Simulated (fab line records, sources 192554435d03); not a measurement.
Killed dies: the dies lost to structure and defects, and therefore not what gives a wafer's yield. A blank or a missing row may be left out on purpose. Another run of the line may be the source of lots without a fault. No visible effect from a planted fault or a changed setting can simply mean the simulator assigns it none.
fab line records	flow n5_finfet
record lots=6	wafers=17	last_day=18
route steps=1938 shown BEOL_M5@1117
lots untouched by any fault: they come from a run of this same line in which no faults occurred
start_h: start of the lot's first displayed wafer, in hours after the record's first day	wait_h: hours from the lot's prior step to this one	" the same as in the row above	L1.1+2: one row covering several wafers at once	- no value, or no start was given	* or withheld: withheld	< > ~ a bound
route shown NAME@n: NAME is a module with steps in the file, n the number in the route of the first one	usual: the fault-free wafers' mean and standard deviation	same: alike in all rows	chamber/n: place in a boat	sites: per-site readings	_std_site: their standard deviation	_edge_site: inner sites' mean taken away from outer sites' mean	radius_mm: for every site, how far away it sits from the centre of the wafer	mask NAME#n: copy n	behind: tool/chamber where the wafer was last shaped	hold: what put the lot on hold/how long, in hours/how the hold closed	device: which transistor (n, p or np) failed to switch	end of line: tests run on the same wafers once the route is complete	a step with no rows: only its recipe	killed: count of dies lost to structure and defects at first sort (not the wafer's yield)	map: a wafer's dies, marking killed ones x, the rest . and places with no die _
set.NAME: setting as actually run; set.NAME@STEP: the setting as run at that earlier step	model.NAME: the simulator's own value behind a step, which no gauge read
certain route steps with their lots: each step a table, each wafer a row
services: a tool's chamber out of use, with start hour (start_h, from the record's first day; less than 0 if before it), hours out, and reason
## steps
# step N5_BEOL_M5_COAT_59
# recipe resist=SOC	temp_c=250	time_s=60	spin_rpm=1500	resist_thk_nm=60
# step N5_BEOL_M5_COAT_60
# recipe resist=SiARC	temp_c=220	time_s=60	spin_rpm=1500	resist_thk_nm=12
# step N5_BEOL_M5_COAT_71
# recipe resist=underlayer	temp_c=205	time_s=60	spin_rpm=1500	resist_thk_nm=5
# step N5_BEOL_M5_COAT_05
# recipe resist=CAR-EUV	spin_rpm=1500	resist_thk_nm=30
# step N5_BEOL_M5_EBR_07
# recipe solvent=PGMEA	ebr_width_mm=1.5
# step N5_BEOL_M5_SOFTBAKE_06
# recipe temp_c=110	time_s=60	resist=CAR-EUV
# step N5_BEOL_M5_EXPOSE_08
# recipe mask_id=M5	na=0.33	source_shape=annular	sigma_inner=0.4	sigma_outer=0.8	polarization=unpolarized	target_cd_nm=28	dose_mj=35.75
# step N5_BEOL_M5_PEB_09
# recipe peb_temp_c=100	peb_time_s=60	resist=CAR-EUV
# step N5_BEOL_M5_DEVELOP_10
# recipe develop_time_s=30	developer=TMAH	resist=CAR-EUV	rinse_liquid=surfactant_rinse	dry=air_spin	dev_temp_c=23
# step N5_BEOL_M5_CD_MEAS_11
# recipe target_cd_nm=27.74	landing_energy_ev=500	detector=se_inlens
# usual cd_nm=27.93/0.24
lot.wafer	tool	chamber	start_h	wait_h	cd_nm
L593.1	cd_sem-01	0	202.42	-	28.08
L593.2	"	0	"	"	28.26
L593.6	"	0	"	"	28.22
L600.2	cd_sem-03	0	217.97	-	27.65
L600.4	"	0	"	"	27.85
L600.5	"	0	"	"	28.36
L602.1	cd_sem-01	0	250.75	-	27.78
L602.2	"	0	"	"	27.78
L602.4	"	0	"	"	27.57
L611.1	cd_sem-02	0	300.06	-	28.18
L611.3	"	0	"	"	27.55
L610.2	cd_sem-03	0	301.35	-	27.67
L610.3	"	0	"	"	28.00
L610.6	"	0	"	"	27.93
L616.1	cd_sem-02	0	325.98	-	27.99
L616.4	"	0	"	"	27.96
L616.5	"	0	"	"	27.73
# step N5_BEOL_M5_OVL_MEAS_12
# recipe points_per_wafer=522
# usual M5_OVL=-0.2/0.6
lot.wafer	tool	chamber	start_h	wait_h	M5_OVL[nm]
L593.1	overlay-01	0	202.45	0.0	0.7
L593.2	"	0	"	"	-0.1
L593.6	"	0	"	"	0.4
L600.2	overlay-02	0	218.00	0.0	-0.8
L600.4	"	0	"	"	-1.0
L600.5	"	0	"	"	-1.4
L602.1	overlay-02	0	250.78	0.0	-0.6
L602.2	"	0	"	"	-0.4
L602.4	"	0	"	"	-0.1
L611.1	overlay-01	0	300.10	0.0	1.0
L611.3	"	0	"	"	0.1
L610.2	overlay-01	0	301.39	0.0	0.0
L610.3	"	0	"	"	0.3
L610.6	"	0	"	"	0.2
L616.1	overlay-02	0	326.01	0.0	0.8
L616.4	"	0	"	"	0.5
L616.5	"	0	"	"	0.8
# step N5_BEOL_M5_INSPECT_13
# recipe mode=adi	inspect_instrument=brightfield
# usual raw_defect_count=424/100
lot.wafer	tool	chamber	start_h	wait_h	raw_defect_count
L593.1	defect_inspect-02	-	202.51	0.1	236
L593.2	"	-	"	"	341
L593.6	"	-	"	"	337
L600.2	defect_inspect-01	-	218.05	0.0	375
L600.4	"	-	"	"	445
L600.5	"	-	"	"	394
L602.1	defect_inspect-01	-	250.84	0.1	287
L602.2	"	-	"	"	282
L602.4	"	-	"	"	258
L611.1	defect_inspect-01	-	300.15	0.1	582
L611.3	"	-	"	"	489
L610.2	defect_inspect-01	-	301.44	0.0	412
L610.3	"	-	"	"	529
L610.6	"	-	"	"	488
L616.1	defect_inspect-01	-	326.07	0.1	284
L616.4	"	-	"	"	379
L616.5	"	-	"	"	394
# step N5_BEOL_M5_DESCUM_16
# recipe chemistry=O2	time_s=7	source_power_w=50	bias_power_w=20	pressure_mtorr=20	rf_frequency_hz=2.712e+07	temp_c=40	resist=CAR-EUV	o2_flow_sccm=225
# usual bias_power_w=20.00/0.06	drypump_motor_current_A=5.6/0.31	oes_product_au=0.79/0.1	rf_vpp_V=243.1/1.3	showerhead_plenum_p_Torr=2.08/0.068	throttle_valve_pct=20.39/0.27
lot.wafer	tool	chamber	start_h	wait_h	bias_power_w	drypump_motor_current_A	oes_product_au	rf_hours_counter_h	rf_vpp_V	showerhead_plenum_p_Torr	throttle_valve_pct	model.CAR-EUV_of_BEOL_M5_COAT_05.thk_nm
L593.1	rie_diel-02	1	202.54	0.0	19.97	5.8	0.67	243	245.3	2.16	20.52	26
L593.2	"	2	"	"	19.99	5.7	0.65	249	244.9	2.14	20.46	26
L593.6	"	2	"	"	19.91	5.7	0.66	-	244.4	2.14	20.44	26
L600.2	rie_diel-04	1	218.09	0.0	20.02	5.9	0.73	181	244.3	2.15	20.22	26.2
L600.4	"	2	"	"	19.98	5.8	0.95	3	242.5	2.05	19.97	26.2
L600.5	"	2	"	"	19.82	5.8	0.96	-	242.3	2.05	19.97	26
L602.1	rie_diel-04	3	250.87	0.0	20.06	5.5	0.69	237	239.5	1.98	20.80	26.2
L602.2	"	1	"	"	19.95	5.9	0.72	189	243.4	2.15	20.24	26.2
L602.4	"	0	"	"	19.98	5.7	0.69	203	242.3	2.07	20.86	26.2
L611.1	rie_diel-02	3	300.56	0.4	20.01	5.5	0.89	23	242.1	2.03	20.43	26.2
L611.3	"	2	"	"	19.92	5.7	0.89	23	243.3	2.13	20.03	26.8
L610.2	rie_diel-02	2	301.76	0.3	19.95	5.7	0.89	23	245.0	2.13	20.04	27
L610.3	"	0	"	"	20.08	5.3	0.69	218	242.0	1.99	20.54	27
L610.6	"	0	"	"	20.00	5.3	0.70	-	241.7	1.99	20.55	26.4
L616.1	rie_diel-05	0	326.27	0.2	20.04	5.3	0.71	210	242.1	2.05	20.27	25.8
L616.4	"	3	"	"	19.96	6.3	0.87	-	245.9	2.21	20.44	26
L616.5	"	1	"	"	19.97	5.1	0.80	-	244.4	2.12	20.30	25.8
# step N5_BEOL_M5_ETCH_72
# recipe chemistry=N2/H2	target=underlayer	target_depth_a=65	mask_material=CAR-EUV	time_s=5.2	ion_energy_ev=200	pressure_mtorr=30	source_w=840	bias_w=150	n2_flow_sccm=200	h2_flow_sccm=200	ends=cleared
# usual drypump_motor_current_A=5.6/0.31	etch_rf_on_time_s=5.25/0.14	h2_flow_sccm=200.0/0.59	n2_flow_sccm=200.0/0.53	oes_product_au=0.67/0.09	rf_vpp_V=523.7/2.6	showerhead_plenum_p_Torr=2.54/0.089	throttle_valve_pct=17.85/0.22
lot.wafer	tool	chamber	start_h	wait_h	drypump_motor_current_A	etch_rf_on_time_s	h2_flow_sccm	n2_flow_sccm	oes_product_au	rf_hours_counter_h	rf_vpp_V	showerhead_plenum_p_Torr	throttle_valve_pct
L593.1	rie_diel-02	1	202.58	0.0	5.8	5.38	201.2	199.8	0.56	243	527.7	2.62	17.92
L593.2	"	2	"	"	5.7	5.27	198.4	200.3	0.58	249	526.2	2.62	18.10
L593.6	"	2	"	"	5.7	5.20	199.9	200.4	0.57	-	526.1	2.62	18.07
L600.2	rie_diel-04	1	218.12	0.0	5.9	5.26	200.2	199.6	0.60	181	526.3	2.65	17.91
L600.4	"	2	"	"	5.8	5.19	199.8	199.2	0.81	3	523.0	2.51	17.57
L600.5	"	2	"	"	5.8	5.14	200.7	199.5	0.81	-	523.2	2.51	17.61
L602.1	rie_diel-04	3	250.91	0.0	5.5	5.12	199.5	199.6	0.59	237	520.2	2.40	18.20
L602.2	"	1	"	"	5.9	5.24	200.1	199.7	0.60	189	527.7	2.65	17.93
L602.4	"	0	"	"	5.7	5.49	200.6	199.5	0.59	203	524.2	2.51	18.10
L611.1	rie_diel-02	3	300.59	0.0	5.4	5.08	200.0	200.0	0.76	23	520.9	2.48	17.88
L611.3	"	2	"	"	5.7	5.18	199.7	200.1	0.78	23	527.7	2.61	17.66
L610.2	rie_diel-02	2	301.80	0.0	5.6	5.06	199.8	199.7	0.77	23	526.7	2.61	17.66
L610.3	"	0	"	"	5.3	5.33	200.2	200.3	0.59	218	521.3	2.42	17.99
L610.6	"	0	"	"	5.3	5.43	198.9	200.6	0.59	-	518.8	2.42	17.99
L616.1	rie_diel-05	0	326.30	0.0	5.3	5.29	200.6	200.1	0.60	210	521.8	2.50	17.77
L616.4	"	3	"	"	6.3	5.29	198.8	199.4	0.75	-	531.2	2.71	17.99
L616.5	"	1	"	"	5.1	5.19	200.2	200.3	0.69	-	524.7	2.57	17.67
## services
tool	chamber	start_h	hours	kind
rie_diel-02	3	186.90	-	clean
rie_diel-02	3	186.90	-	consumable_replace:focus_ring
rie_diel-02	3	186.90	19.3	scheduled_down
rie_diel-02	3	186.90	19.3	vent_cycle
rie_diel-02	1	189.70	2.6	repair
rie_diel-04	2	193.49	-	clean
rie_diel-04	2	193.49	-	consumable_replace:focus_ring
rie_diel-04	2	193.49	13.0	scheduled_down
rie_diel-04	2	193.49	13.0	vent_cycle
rie_diel-02	2	206.43	-	clean
rie_diel-02	2	206.43	-	consumable_replace:focus_ring
rie_diel-02	2	206.43	20.5	scheduled_down
rie_diel-02	2	206.43	20.5	vent_cycle
rie_diel-04	0	207.73	1.7	repair
rie_diel-02	1	228.55	-	clean
rie_diel-02	1	228.55	-	consumable_replace:focus_ring
rie_diel-02	1	228.55	24.3	scheduled_down
rie_diel-02	1	228.55	24.3	vent_cycle
rie_diel-04	2	240.24	10.5	repair
rie_diel-02	-	257.01	2.8	pm
rie_diel-02	3	261.30	17.6	repair
rie_diel-04	3	301.26	-	clean
rie_diel-04	3	301.26	-	consumable_replace:focus_ring
rie_diel-02	1	307.24	11.4	repair
## key
first_sign none at tools or gauges
model_effect step=N5_BEOL_M5_DESCUM_16	value=CAR-EUV_of_BEOL_M5_COAT_05.thk_nm	without=26.2	struck=26.93
met_at N5_BEOL_M5_DESCUM_16
struck_wafers L610.2,L610.3,L611.3
onset_between 202.54 300.56
fault kind=process_parameter_drift	tool=rie_diel-02	chamber=-	onset_h=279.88	steps=N5_BEOL_M5_DESCUM_16	channel=time_s	offset=*	shape=step	end_h=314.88	scope=struck_wafers_only	acts_in=*	stated=*
